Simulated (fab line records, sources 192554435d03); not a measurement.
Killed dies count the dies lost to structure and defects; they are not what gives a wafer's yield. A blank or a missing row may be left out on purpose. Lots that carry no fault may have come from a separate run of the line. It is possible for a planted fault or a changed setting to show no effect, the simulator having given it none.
Chamber matching + flow n5Finfet + N5_GATE_CUT_HM_OPEN_40 on rieDiel-02: 4 sister chambers
The step chemistry C4F6/O2, target SiO2, target depth 139 nm, time 85.1 s. 8 wafers are shown with their chamber, then 12 later ones without.

## WAFERS WITH THEIR CHAMBER
| wafer  | chamber | rfVppV (V) | showerheadPlenumPTorr (Torr) |
|--------|---------|------------|------------------------------|
| L079.1 | 3       | 646        | 2.97                         |
| L081.3 | 0       | 686        | 2.86                         |
| L082.6 | 3       | 644        | 2.96                         |
| L083.2 | 2       | 638        | 2.81                         |
| L083.5 | 0       | 685        | 2.86                         |
| L084.2 | 2       | 639        | 2.81                         |
| L084.4 | 1       | 629        | 2.76                         |
| L084.5 | 1       | 630        | 2.76                         |

## WAFERS WITH NO CHAMBER GIVEN
| wafer  | rfVppV (V) | showerheadPlenumPTorr (Torr) |
|--------|------------|------------------------------|
| L086.1 | 644        | 2.96                         |
| L086.4 | 630        | 2.76                         |
| L086.5 | 637        | 2.81                         |
| L087.1 | 638        | 2.81                         |
| L087.4 | 685        | 2.86                         |
| L087.5 | 637        | 2.81                         |
| L088.1 | 629        | 2.75                         |
| L088.3 | 644        | 2.96                         |
| L088.6 | 638        | 2.81                         |
| L093.1 | 637        | 2.80                         |
| L093.5 | 685        | 2.85                         |
| L093.6 | 644        | 2.96                         |

## CHAMBER TAKEN BY EACH
| wafer  | from the rows above | in truth |
|--------|---------------------|----------|
| L086.1 | 3                   | 3        |
| L086.4 | 1                   | 1        |
| L086.5 | 2                   | 2        |
| L087.1 | 2                   | 2        |
| L087.4 | 0                   | 0        |
| L087.5 | 2                   | 2        |
| L088.1 | 1                   | 1        |
| L088.3 | 3                   | 3        |
| L088.6 | 2                   | 2        |
| L093.1 | 2                   | 2        |
| L093.5 | 0                   | 0        |
| L093.6 | 3                   | 3        |
12 of 12 placed correctly. Not placeable from these rows: 0. Wrongly placed: 0.
How it was worked out, from the rows above alone: a wafer's distance from a chamber is the root of the sum, over the readings, of the square of ((its reading less the chamber's mean) divided by the reading's scatter). The wafer belongs to the nearest chamber; if the next one is less than 2 further off, it can't be placed. For every chamber, the mean is computed from those of its wafers that are shown. The scatter: take each reading less its chamber's mean, square it, sum over the shown wafers, divide by the number of wafers less the number of chambers, and take the root.
